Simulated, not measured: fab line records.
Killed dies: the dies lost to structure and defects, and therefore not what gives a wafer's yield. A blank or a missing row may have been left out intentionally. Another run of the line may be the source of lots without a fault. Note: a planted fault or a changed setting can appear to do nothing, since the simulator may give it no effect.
One fault seen from 2 desks / flow nand-harc / numbers are kept per desk, each desk with only its own; the story behind them comes last

## FROM THE METROLOGY DESK
Lot by lot, what the gauges showed, no matter which tool ran the lot: averages of those sampled wafers that carry a number. Marked OUT: a lot whose mean sits more than 4 standard deviations from the usual mean, which makes it out of limits; the brackets give that distance.
Columns: A = cd-nm at NHARC_THIN_TSV_CD_MEAS_12, usual 1000.2 nm; B = cd-nm at NHARC_THIN_TSV_CD_MEAS_33, usual 4999.4 nm
lot=L112; first seen here=day 19 00:17; A=999.6; B=4999.8
lot=L114; first seen here=day 19 06:35; A=999.9; B=5000.2
lot=L117; first seen here=day 19 07:48; A=1000.4; B=4999.0
lot=L116; first seen here=day 19 17:07; A=999.9; B=5001.4
lot=L121; first seen here=day 21 20:13; A=999.7; B=5000.9
lot=L125; first seen here=day 21 21:20; A=999.5; B=5000.5
lot=L123; first seen here=day 22 09:04; A=1000.3; B=4998.4
lot=L126; first seen here=day 22 16:05; A=1002.7; B=5002.0
lot=L127; first seen here=day 23 00:08; A=1000.5; B=5000.2
lot=L131; first seen here=day 23 01:19; A=1001.4; B=5000.1
lot=L128; first seen here=day 23 05:25; A=999.9; B=4996.8
lot=L129; first seen here=day 23 06:56; A=1002.7; B=4999.4
lot=L134; first seen here=day 24 06:17; A=1000.1; B=4999.3
Finding of this desk: none of the 13 lots has anything out of limits.

## FOR THE TOOL OWNER'S DESK: rtp-anneal-01
The tool's own readings at NHARC_THIN_TSV_ANNEAL_52 (time 90 s): means of the sampled wafers that have a number, for each lot that ran on this tool. Marked OUT: a lot whose mean sits more than 4 standard deviations from the usual mean, which makes it out of limits; the brackets give that distance.
Columns: A = anneal-temp-c at NHARC_THIN_TSV_ANNEAL_52, usual 225.00 C; B = anneal-temp-c-max at NHARC_THIN_TSV_ANNEAL_52, usual 226.5; C = wafer_temp_C_max at NHARC_THIN_TSV_ANNEAL_52, usual 225.98
lot=L112; first seen here=day 19 04:19; A=224.92; B=226.2; C=226.30
lot=L117; first seen here=day 19 11:59; A=224.97; B=226.1; C=226.09
lot=L116; first seen here=day 19 21:09; A=224.91; B=226.3; C=226.27
lot=L123; first seen here=day 22 13:40; A=225.02; B=226.5; C=225.88
lot=L126; first seen here=day 22 20:05; A=225.03; B=226.3; C=225.87
lot=L127; first seen here=day 23 04:08; A=224.72; B=226.1; C=225.98
lot=L128; first seen here=day 23 09:46; A=224.87; B=226.1; C=225.86
lot=L129; first seen here=day 23 10:55; A=224.99; B=226.3; C=225.84
Finding of this desk: none of the 8 lots has anything out of limits.

## BROUGHT TOGETHER
The metrology desk saw nothing out of limits.
The desk of the tool owner found nothing out of limits.

## WHAT THE SIMULATOR PUT IN
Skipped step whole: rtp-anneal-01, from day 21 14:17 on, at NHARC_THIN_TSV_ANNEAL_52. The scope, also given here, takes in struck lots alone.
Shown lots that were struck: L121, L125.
